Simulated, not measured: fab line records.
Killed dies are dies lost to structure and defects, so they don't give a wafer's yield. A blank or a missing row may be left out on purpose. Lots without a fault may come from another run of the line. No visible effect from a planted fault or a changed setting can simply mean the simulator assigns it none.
Matching of chambers || flow nand harc || cmp-03 running NHARC_A_STAIRCASE_CMP_152: 4 sister chambers
The step polishes. 18 wafers are shown with their chamber, then 9 later ones without.

WAFERS, EACH WITH ITS CHAMBER
{"wafer": "L077.1", "chamber": 3, "motor current A (A)": 11.4, "slurry filter dp kPa (kPa)": 13.47}
{"wafer": "L077.3", "chamber": 2, "motor current A (A)": 11.6, "slurry filter dp kPa (kPa)": 13.57}
{"wafer": "L077.6", "chamber": 0, "motor current A (A)": 9.7, "slurry filter dp kPa (kPa)": 13.44}
{"wafer": "L081.2", "chamber": 2, "motor current A (A)": 11.9, "slurry filter dp kPa (kPa)": 13.25}
{"wafer": "L081.3", "chamber": 0, "motor current A (A)": 9.7, "slurry filter dp kPa (kPa)": 13.54}
{"wafer": "L081.4", "chamber": 3, "motor current A (A)": 11.5, "slurry filter dp kPa (kPa)": 13.55}
{"wafer": "L082.1", "chamber": 0, "motor current A (A)": 9.6, "slurry filter dp kPa (kPa)": 13.52}
{"wafer": "L082.3", "chamber": 3, "motor current A (A)": 11.2, "slurry filter dp kPa (kPa)": 13.77}
{"wafer": "L082.5", "chamber": 1, "motor current A (A)": 11.7, "slurry filter dp kPa (kPa)": 13.35}
{"wafer": "L085.1", "chamber": 3, "motor current A (A)": 11.7, "slurry filter dp kPa (kPa)": 13.32}
{"wafer": "L085.3", "chamber": 1, "motor current A (A)": 12.0, "slurry filter dp kPa (kPa)": 13.53}
{"wafer": "L085.4", "chamber": 0, "motor current A (A)": 9.0, "slurry filter dp kPa (kPa)": 13.39}
{"wafer": "L087.4", "chamber": 3, "motor current A (A)": 11.6, "slurry filter dp kPa (kPa)": 13.38}
{"wafer": "L087.5", "chamber": 2, "motor current A (A)": 12.2, "slurry filter dp kPa (kPa)": 13.40}
{"wafer": "L087.6", "chamber": 3, "motor current A (A)": 11.4, "slurry filter dp kPa (kPa)": 13.38}
{"wafer": "L088.1", "chamber": 0, "motor current A (A)": 9.0, "slurry filter dp kPa (kPa)": 13.31}
{"wafer": "L088.2", "chamber": 2, "motor current A (A)": 11.8, "slurry filter dp kPa (kPa)": 13.49}
{"wafer": "L088.4", "chamber": 1, "motor current A (A)": 11.6, "slurry filter dp kPa (kPa)": 13.61}

SIGNATURES, as means of the wafers listed above
{"reading": "motor current A", "chamber 0": 9.400, "chamber 1": 11.767, "chamber 2": 11.875, "chamber 3": 11.467, "scatter within a chamber": 0.263}
{"reading": "slurry filter dp kPa", "chamber 0": 13.4400, "chamber 1": 13.4967, "chamber 2": 13.4275, "chamber 3": 13.4783, "scatter within a chamber": 0.137}
Rule: for each reading, subtract the chamber's mean from the wafer's reading, divide by that reading's scatter and square the result; add these up over the readings and take the root, which gives the wafer's distance from the chamber. If the next closest chamber is less than 2 further off than the closest, the wafer can't be placed; otherwise it belongs to the closest. The scatter: take each reading less its chamber's mean, square it, sum over the shown wafers, divide by the number of wafers less the number of chambers, and take the root.

WAFERS WITH NO CHAMBER GIVEN
{"wafer": "L091.2", "motor current A (A)": 12.1, "slurry filter dp kPa (kPa)": 13.55}
{"wafer": "L091.3", "motor current A (A)": 11.3, "slurry filter dp kPa (kPa)": 13.64}
{"wafer": "L091.4", "motor current A (A)": 12.4, "slurry filter dp kPa (kPa)": 13.52}
{"wafer": "L092.2", "motor current A (A)": 12.6, "slurry filter dp kPa (kPa)": 13.42}
{"wafer": "L092.5", "motor current A (A)": 11.2, "slurry filter dp kPa (kPa)": 13.52}
{"wafer": "L092.6", "motor current A (A)": 12.1, "slurry filter dp kPa (kPa)": 13.46}
{"wafer": "L097.1", "motor current A (A)": 12.1, "slurry filter dp kPa (kPa)": 13.39}
{"wafer": "L097.2", "motor current A (A)": 11.8, "slurry filter dp kPa (kPa)": 13.53}
{"wafer": "L097.5", "motor current A (A)": 10.0, "slurry filter dp kPa (kPa)": 13.49}

WHICH CHAMBER EACH ONE RAN IN
{"wafer": "L091.2", "from the rows above": "can't be placed: 2 or 1 or 3", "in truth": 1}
{"wafer": "L091.3", "from the rows above": "can't be placed: 3 or 1 or 2", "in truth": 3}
{"wafer": "L091.4", "from the rows above": "can't be placed: 2 or 1 or 3", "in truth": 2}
{"wafer": "L092.2", "from the rows above": "can't be placed: 2 or 1 or 3", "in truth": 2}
{"wafer": "L092.5", "from the rows above": "can't be placed: 3 or 1 or 2", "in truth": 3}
{"wafer": "L092.6", "from the rows above": "can't be placed: 2 or 1 or 3", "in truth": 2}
{"wafer": "L097.1", "from the rows above": "can't be placed: 2 or 1 or 3", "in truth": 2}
{"wafer": "L097.2", "from the rows above": "can't be placed: 1 or 2 or 3", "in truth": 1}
{"wafer": "L097.5", "from the rows above": 0, "in truth": 0}
Correct placement for 1 of the 9. Not placeable from these rows: 8 (in 8, the candidates include the true chamber). Wrongly placed: 0.
